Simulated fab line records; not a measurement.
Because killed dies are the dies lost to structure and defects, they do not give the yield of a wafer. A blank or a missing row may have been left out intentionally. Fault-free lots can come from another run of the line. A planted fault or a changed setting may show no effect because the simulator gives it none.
Which tool was responsible? ; flow n5-finfet ; Sampling: 23 lots, 69 wafers, 6 of 1938 route steps

WHAT EACH GAUGE READ, for each wafer
Not one reading of a measure or inspect step in the record can be checked against a usual standard deviation.

WHAT TOOL EACH LOT RAN ON (gives the tool, then ch and the chambers of the sampled wafers, and finally the start)
lot;N5_SDB_ETCH_18;N5_SDB_CUT_ETCH_26;N5_HKMG_FIN_STRIP_57;N5_HKMG_FIN_ALD_79;N5_HKMG_FIN_STRIP_88;N5_GATE_CUT_SAC_CAP_01
L074;rie-diel-03 ch 0,1,3, day 3 22:49;rie-si-05 ch 1,2,3, day 3 23:23;rie-diel-01 ch 0,2, day 4 05:13;ald-metal-02 ch 0,1,3, day 4 06:22;plasma-asher-02 ch 0,1, day 4 10:25;ald-sin-02 ch 1,2,3, day 4 14:19
L075;rie-diel-02 ch 0,2,3, day 4 04:10;rie-si-05 ch 0,1,3, day 4 04:55;rie-diel-01 ch 0,2,3, day 4 10:31;ald-metal-01 ch 0,2,3, day 4 11:43;plasma-asher-02 ch 0,1, day 4 16:08;ald-sin-02 ch 0,2,3, day 4 19:48
L076;rie-diel-01 ch 0,2, day 4 06:40;rie-si-06 ch 0,1,3, day 4 07:53;rie-diel-02 ch 1,2,3, day 4 13:04;ald-metal-04 ch 0,1,2, day 4 14:09;plasma-asher-01 ch 0,1, day 4 17:43;ald-sin-04 ch 0,1,2, day 4 22:08
L077;rie-diel-02 ch 1,2,3, day 4 12:08;rie-si-06 ch 0,1,2, day 4 12:41;rie-diel-01 ch 0,1,2, day 4 17:53;ald-metal-01 ch 0,1,2, day 4 18:58;plasma-asher-02 ch 0,1, day 4 22:47;ald-sin-03 ch 0,2,3, day 5 03:26
L078;rie-diel-02 ch 0,1,2, day 4 18:29;rie-si-05 ch 0,2,3, day 4 19:08;rie-diel-03 ch 0,2, day 5 00:23;ald-metal-02 ch 1,2, day 5 01:28;plasma-asher-01 ch 0,1, day 5 05:19;ald-sin-03 ch 0,1,2, day 5 08:53
L079;rie-diel-02 ch 0,1,3, day 5 00:40;rie-si-03 ch 2,3, day 5 01:13;rie-diel-03 ch 1,2, day 5 06:16;ald-metal-01 ch 0,1, day 5 07:21;plasma-asher-01 ch 0,1, day 5 10:50;ald-sin-04 ch 1,3, day 5 14:29
L080;rie-diel-01 ch 0,1,2, day 5 05:46;rie-si-05 ch 0,1,2, day 5 06:27;rie-diel-02 ch 2,3, day 5 11:42;ald-metal-01 ch 2,3, day 5 12:47;plasma-asher-02 ch 0,1, day 5 16:32;ald-sin-02 ch 1,2,3, day 5 20:03
L082;rie-diel-01 ch 0,1,2, day 5 17:32;rie-si-06 ch 0,1,2, day 5 18:04;rie-diel-03 ch 1,2, day 5 23:35;ald-metal-01 ch 0,1,3, day 6 00:41;plasma-asher-02 ch 0,1, day 6 04:24;ald-sin-04 ch 0,3, day 6 07:44
L083;rie-diel-03 ch 0,1,3, day 6 00:10;rie-si-03 ch 1,2,3, day 6 00:43;rie-diel-02 ch 0,1,3, day 6 05:59;ald-metal-02 ch 0,2,3, day 6 07:04;plasma-asher-02 ch 0,1, day 6 10:49;ald-sin-04 ch 1,2,3, day 6 14:08
L084;rie-diel-02 ch 0,1, day 6 11:25;rie-si-06 ch 1,2, day 6 11:58;rie-diel-01 ch 0,3, day 6 16:59;ald-metal-04 ch 1,2, day 6 18:04;plasma-asher-01 ch 0,1, day 6 22:20;ald-sin-03 ch 0,1, day 7 01:49
L085;rie-diel-03 ch 0,1,2, day 6 13:47;rie-si-06 ch 0,1,2, day 6 14:20;rie-diel-01 ch 0,1, day 6 20:25;ald-metal-04 ch 0,1,2, day 6 21:30;plasma-asher-02 ch 0,1, day 7 01:26;ald-sin-04 ch 1,3, day 7 04:52
L086;rie-diel-01 ch 0,1, day 6 17:39;rie-si-05 ch 0,1,2, day 6 18:18;rie-diel-01 ch 0,1,2, day 6 23:35;ald-metal-02 ch 2,3, day 7 00:40;plasma-asher-02 ch 0,1, day 7 05:28;ald-sin-02 ch 0,1,2, day 7 09:51
L087;rie-diel-03 ch 0,2, day 6 23:11;rie-si-03 ch 0,1, day 7 00:05;rie-diel-03 ch 1,2, day 7 05:27;ald-metal-04 ch 0,2,3, day 7 06:32;plasma-asher-02 ch 0,1, day 7 10:02;ald-sin-04 ch 0,1,2, day 7 13:45
L088;rie-diel-02 ch 0,2,3, day 7 07:17;rie-si-05 ch 1,2,3, day 7 07:50;rie-diel-02 ch 0,2,3, day 7 12:58;ald-metal-01 ch 0,2,3, day 7 14:03;plasma-asher-01 ch 0,1, day 7 17:53;ald-sin-03 ch 0,1,3, day 7 21:37
L089;rie-diel-02 ch 0,1,3, day 7 13:53;rie-si-03 ch 0,1,2, day 7 14:25;rie-diel-02 ch 0,1,2, day 7 19:49;ald-metal-01 ch 0,1,3, day 7 20:54;plasma-asher-01 ch 0,1, day 8 01:14;ald-sin-04 ch 0,1,2, day 8 04:52
L090;rie-diel-03 ch 1,2,3, day 7 17:13;rie-si-05 ch 0,1, day 7 17:58;rie-diel-02 ch 0,2,3, day 7 23:17;ald-metal-02 ch 1,2, day 8 00:23;plasma-asher-01 ch 0,1, day 8 04:10;ald-sin-03 ch 0,1,2, day 8 07:35
L091;rie-diel-02 ch 2,3, day 8 02:45;rie-si-03 ch 0,1,2, day 8 03:17;rie-diel-03 ch 1,2,3, day 8 08:35;ald-metal-02 ch 2,3, day 8 09:41;plasma-asher-01 ch 1, day 8 13:14;ald-sin-03 ch 0,2,3, day 8 16:53
L092;rie-diel-01 ch 0,2,3, day 8 10:22;rie-si-06 ch 1,2,3, day 8 10:50;rie-diel-01 ch 1,2, day 8 16:16;ald-metal-01 ch 0,3, day 8 17:21;plasma-asher-02 ch 0,1, day 8 21:20;ald-sin-02 ch 0,1,3, day 9 00:56
L093;rie-diel-02 ch 0,2,3, day 8 12:56;rie-si-05 ch 0,1,2, day 8 13:28;rie-diel-03 ch 1,2, day 8 19:03;ald-metal-04 ch 0,1,3, day 8 20:08;plasma-asher-02 ch 0,1, day 8 23:58;ald-sin-03 ch 2,3, day 9 03:25
L094;rie-diel-02 ch 1,2, day 8 23:00;rie-si-06 ch 1,2,3, day 8 23:40;rie-diel-01 ch 0,1,3, day 9 05:01;ald-metal-01 ch 0,1,3, day 9 06:05;plasma-asher-01 ch 0,1, day 9 09:41;ald-sin-02 ch 1,2, day 9 13:11
L095;rie-diel-03 ch 1,3, day 9 01:03;rie-si-05 ch 2,3, day 9 01:36;rie-diel-02 ch 1,3, day 9 06:49;ald-metal-01 ch 2,3, day 9 07:54;plasma-asher-01 ch 1, day 9 11:34;ald-sin-04 ch 2,3, day 9 15:07
L096;rie-diel-03 ch 2,3, day 9 07:20;rie-si-06 ch 2,3, day 9 07:52;rie-diel-01 ch 2,3, day 9 13:20;ald-metal-02 ch 0,1, day 9 14:25;plasma-asher-02 ch 0,1, day 9 18:19;ald-sin-03 ch 0,1, day 9 21:55
L097;rie-diel-02 ch 2,3, day 9 09:38;rie-si-06 ch 0,2, day 9 10:35;rie-diel-01 ch 0,2, day 9 15:44;ald-metal-04 ch 0,1, day 9 16:49;plasma-asher-02 ch 1, day 9 20:30;ald-sin-04 ch 0,1,3, day 9 23:59
- N5_SDB_ETCH_18: etches SOC in N2/H2, target depth 100 nm, overetch 20 nm, time 150 s.
- N5_SDB_CUT_ETCH_26: etches Si in HBr/Cl2/O2, target depth 129.6 nm, bt time 20 s, time 51.8 s.
- N5_HKMG_FIN_STRIP_57: strips in CF4.
- N5_HKMG_FIN_ALD_79: deposits TiN, target thk 1.5 nm, pulse time 1 s, purge time 3 s.
- N5_HKMG_FIN_STRIP_88: strips in N2/H2, time 360 s.
- N5_GATE_CUT_SAC_CAP_01: material SiNx, target thk 24 nm, pulse time 1 s, ald cycles 480.

WHAT THE TOOLS THEMSELVES READ (means of the sampled wafers that have a number; where no wafer has one, the mark that the record gives instead)
N5_SDB_ETCH_18. Usual: drypump-motor-current-A 5.8 A, standard deviation 0.47; oes-product-au 0.70 a.u., standard deviation 0.078; rf-vpp-V 523.9 V, standard deviation 2.4; showerhead-plenum-p-Torr 2.55 Torr, standard deviation 0.08; throttle-valve-pct 17.75 %, standard deviation 0.24.
lot;tool;drypump-motor-current-A (A);oes-product-au (a.u.);rf-vpp-V (V);showerhead-plenum-p-Torr (Torr);throttle-valve-pct (%);flag
L074;rie-diel-03;6.1;0.64;523.7;2.56;17.88;
L075;rie-diel-02;5.7;0.71;524.9;2.59;17.81;
L076;rie-diel-01;5.8;0.68;524.8;2.57;17.55;
L077;rie-diel-02;5.4;0.67;523.1;2.54;17.93;
L078;rie-diel-02;5.3;0.66;524.4;2.53;17.85;
L079;rie-diel-02;5.4;0.71;522.8;2.52;17.67;
L080;rie-diel-01;5.9;0.72;523.8;2.56;17.60;
L082;rie-diel-01;5.9;0.72;523.0;2.55;17.60;
L083;rie-diel-03;6.1;0.64;524.0;2.56;17.88;
L084;rie-diel-02;5.3;0.69;522.7;2.52;17.59;
L085;rie-diel-03;6.2;0.64;523.3;2.52;17.73;
L086;rie-diel-01;6.0;0.75;523.0;2.53;17.64;
L087;rie-diel-03;6.3;0.63;522.1;2.47;17.71;
L088;rie-diel-02;5.7;0.77;525.3;2.58;17.71;
L089;rie-diel-02;5.4;0.68;522.7;2.51;17.71;
L090;rie-diel-03;6.2;0.64;523.7;2.53;17.92;
L091;rie-diel-02;5.7;0.80;525.2;2.59;17.86;
L092;rie-diel-01;6.0;0.77;525.3;2.61;17.45;
L093;rie-diel-02;5.7;0.75;524.0;2.57;17.72;
L094;rie-diel-02;5.3;0.76;524.0;2.54;17.89;
L095;rie-diel-03;6.1;0.63;523.7;2.55;18.10;
L096;rie-diel-03;6.3;0.63;521.9;2.48;18.10;
L097;rie-diel-02;5.7;0.79;524.6;2.58;17.87;

N5_SDB_CUT_ETCH_26. Usual: O2_flow_sccm 12.01 sccm, standard deviation 0.034; drypump-motor-current-A 5.6 A, standard deviation 0.48; oes_o_777_au 1.000 a.u., standard deviation 0.027; oes-product-au 0.995 a.u., standard deviation 0.014; throttle-valve-pct 37.21 %, standard deviation 0.19.
lot;tool;O2_flow_sccm (sccm);drypump-motor-current-A (A);oes_o_777_au (a.u.);oes-product-au (a.u.);throttle-valve-pct (%);flag
L074;rie-si-05;12.03;5.7;0.977;0.987;37.23;
L075;rie-si-05;12.00;5.5;0.988;0.997;37.19;
L076;rie-si-06;12.03;5.5;1.006;1.001;37.28;
L077;rie-si-06;12.04;5.7;1.027;0.999;37.12;
L078;rie-si-05;12.02;5.3;0.986;0.981;37.16;
L079;rie-si-03;12.02;5.8;0.978;0.987;37.03;
L080;rie-si-05;11.97;5.4;0.988;0.986;37.17;
L082;rie-si-06;12.01;5.7;1.034;0.997;37.13;
L083;rie-si-03;12.00;5.6;0.991;0.991;37.10;
L084;rie-si-06;11.99;5.2;1.038;1.000;37.16;
L085;rie-si-06;12.00;5.7;1.031;1.000;37.13;
L086;rie-si-05;11.99;5.4;0.987;0.993;37.17;
L087;rie-si-03;12.00;5.9;1.010;0.999;37.23;
L088;rie-si-05;12.00;5.7;0.975;0.989;37.23;
L089;rie-si-03;11.99;5.8;1.001;0.997;37.12;
L090;rie-si-05;11.98;5.2;0.989;1.001;37.13;
L091;rie-si-03;12.00;5.8;1.004;1.002;37.12;
L092;rie-si-06;12.03;5.5;1.022;1.001;37.36;
L093;rie-si-05;12.03;5.4;0.980;0.991;37.16;
L094;rie-si-06;12.03;5.5;1.025;1.003;37.36;
L095;rie-si-05;12.00;5.5;0.977;0.971;37.20;
L096;rie-si-06;12.00;5.8;1.010;1.005;37.58;
L097;rie-si-06;12.02;6.1;1.043;0.995;37.19;

N5_HKMG_FIN_STRIP_57. Usual: drypump-motor-current-A 5.9 A, standard deviation 0.42; oes-product-au 0.78 a.u., standard deviation 0.084; rf-vpp-V 271.4 V, standard deviation 1.4; showerhead-plenum-p-Torr 1.80 Torr, standard deviation 0.055; throttle-valve-pct 13.43 %, standard deviation 0.25.
lot;tool;drypump-motor-current-A (A);oes-product-au (a.u.);rf-vpp-V (V);showerhead-plenum-p-Torr (Torr);throttle-valve-pct (%);flag
L074;rie-diel-01;6.0;0.73;271.5;1.82;13.39;
L075;rie-diel-01;6.0;0.80;272.2;1.84;13.28;
L076;rie-diel-02;5.5;0.74;270.6;1.79;13.72;
L077;rie-diel-01;5.9;0.82;271.3;1.80;13.32;
L078;rie-diel-03;6.3;0.71;269.5;1.75;13.53;
L079;rie-diel-03;6.0;0.73;271.6;1.81;13.52;
L080;rie-diel-02;5.8;0.77;271.5;1.82;13.71;
L082;rie-diel-03;6.0;0.73;271.7;1.80;13.53;
L083;rie-diel-02;5.4;0.77;270.7;1.77;13.39;
L084;rie-diel-01;6.2;0.75;272.4;1.85;13.40;
L085;rie-diel-01;6.0;0.83;271.4;1.78;13.34;
L086;rie-diel-01;5.9;0.78;270.6;1.79;13.36;
L087;rie-diel-03;6.0;0.72;271.2;1.80;13.55;
L088;rie-diel-02;5.6;0.84;272.2;1.82;13.44;
L089;rie-diel-02;5.3;0.81;271.5;1.78;13.47;
L090;rie-diel-02;5.7;0.84;272.2;1.82;13.45;
L091;rie-diel-03;6.2;0.70;270.6;1.78;13.70;
L092;rie-diel-01;5.8;0.83;271.2;1.76;13.32;
L093;rie-diel-03;6.0;0.71;271.5;1.80;13.59;
L094;rie-diel-01;6.1;0.87;271.8;1.82;13.17;
L095;rie-diel-02;5.2;0.71;270.1;1.74;13.59;
L096;rie-diel-01;6.0;0.79;273.3;1.85;13.28;
L097;rie-diel-01;6.0;0.85;271.3;1.81;13.12;

N5_HKMG_FIN_ALD_79. Usual: heater-power-w 913 W, standard deviation 110; precursor-pulse-height-rel 1.001, standard deviation 0.019.
lot;tool;heater-power-w (W);precursor-pulse-height-rel;flag
L074;ald-metal-02;869;0.998;
L075;ald-metal-01;867;1.001;
L076;ald-metal-04;937;1.005;
L077;ald-metal-01;1004;1.007;
L078;ald-metal-02;825;1.001;
L079;ald-metal-01;1061;0.985;
L080;ald-metal-01;861;1.003;
L082;ald-metal-01;933;0.998;
L083;ald-metal-02;832;0.987;
L084;ald-metal-04;946;1.003;
L085;ald-metal-04;941;1.018;
L086;ald-metal-02;785;1.017;
L087;ald-metal-04;978;0.987;
L088;ald-metal-01;864;1.009;
L089;ald-metal-01;925;1.006;
L090;ald-metal-02;811;0.993;
L091;ald-metal-02;815;0.992;
L092;ald-metal-01;791;0.988;
L093;ald-metal-04;1005;1.011;
L094;ald-metal-01;922;1.019;
L095;ald-metal-01;787;1.016;
L096;ald-metal-02;875;0.996;
L097;ald-metal-04;964;1.006;

N5_HKMG_FIN_STRIP_88. Usual: drypump-motor-current-A 5.86 A, standard deviation 0.14; heater-power-w 478 W, standard deviation 31.
lot;tool;drypump-motor-current-A (A);heater-power-w (W);flag
L074;plasma-asher-02;5.82;461;
L075;plasma-asher-02;5.73;466;
L076;plasma-asher-01;6.00;508;
L077;plasma-asher-02;5.75;469;
L078;plasma-asher-01;5.99;506;
L079;plasma-asher-01;5.98;484;
L080;plasma-asher-02;5.82;453;
L082;plasma-asher-02;5.83;458;
L083;plasma-asher-02;5.82;462;
L084;plasma-asher-01;5.97;510;
L085;plasma-asher-02;5.75;472;
L086;plasma-asher-02;5.74;474;
L087;plasma-asher-02;5.73;472;
L088;plasma-asher-01;5.98;506;
L089;plasma-asher-01;5.97;509;
L090;plasma-asher-01;5.98;480;
L091;plasma-asher-01;5.97;538;
L092;plasma-asher-02;5.80;464;
L093;plasma-asher-02;5.73;467;
L094;plasma-asher-01;5.99;478;
L095;plasma-asher-01;5.96;523;
L096;plasma-asher-02;5.75;470;
L097;plasma-asher-02;5.89;449;

N5_GATE_CUT_SAC_CAP_01. Usual: heater-power-w 848 W, standard deviation 84; precursor-pulse-height-rel 1.002, standard deviation 0.019.
lot;tool;heater-power-w (W);precursor-pulse-height-rel;flag
L074;ald-sin-02;816;0.976;
L075;ald-sin-02;852;1.022;
L076;ald-sin-04;870;1.006;
L077;ald-sin-03;884;0.998;
L078;ald-sin-03;878;1.004;
L079;ald-sin-04;715;0.997;
L080;ald-sin-02;814;1.003;
L082;ald-sin-04;815;1.020;
L083;ald-sin-04;780;0.979;
L084;ald-sin-03;885;1.007;
L085;ald-sin-04;715;0.994;
L086;ald-sin-02;872;0.991;
L087;ald-sin-04;869;1.009;
L088;ald-sin-03;852;1.017;
L089;ald-sin-04;861;1.012;
L090;ald-sin-03;882;0.985;
L091;ald-sin-03;890;1.008;
L092;ald-sin-02;846;1.012;
L093;ald-sin-03;904;0.995;
L094;ald-sin-02;852;1.000;
L095;ald-sin-04;731;1.024;
L096;ald-sin-03;871;1.011;
L097;ald-sin-04;775;1.005;

THE ANSWER, worked out from the rows above alone
Rule: lot off if the mean of its wafers having a number is beyond 3 standard deviations from the usual mean. A lot without any number at a reading at which 4 lots or more have one is off too. The other lots that the step has rows for count as sound. Order of review: gauges by route order, followed by the tools' own readings, for which a lot's mean as printed above is used. At the first step where some lot is off, the reading lying furthest off is the one used; lots without a number count as furthest.
No lot is off on any of the readings shown, so nothing can be concluded from this.

WHAT THE SIMULATOR HAD PUT IN
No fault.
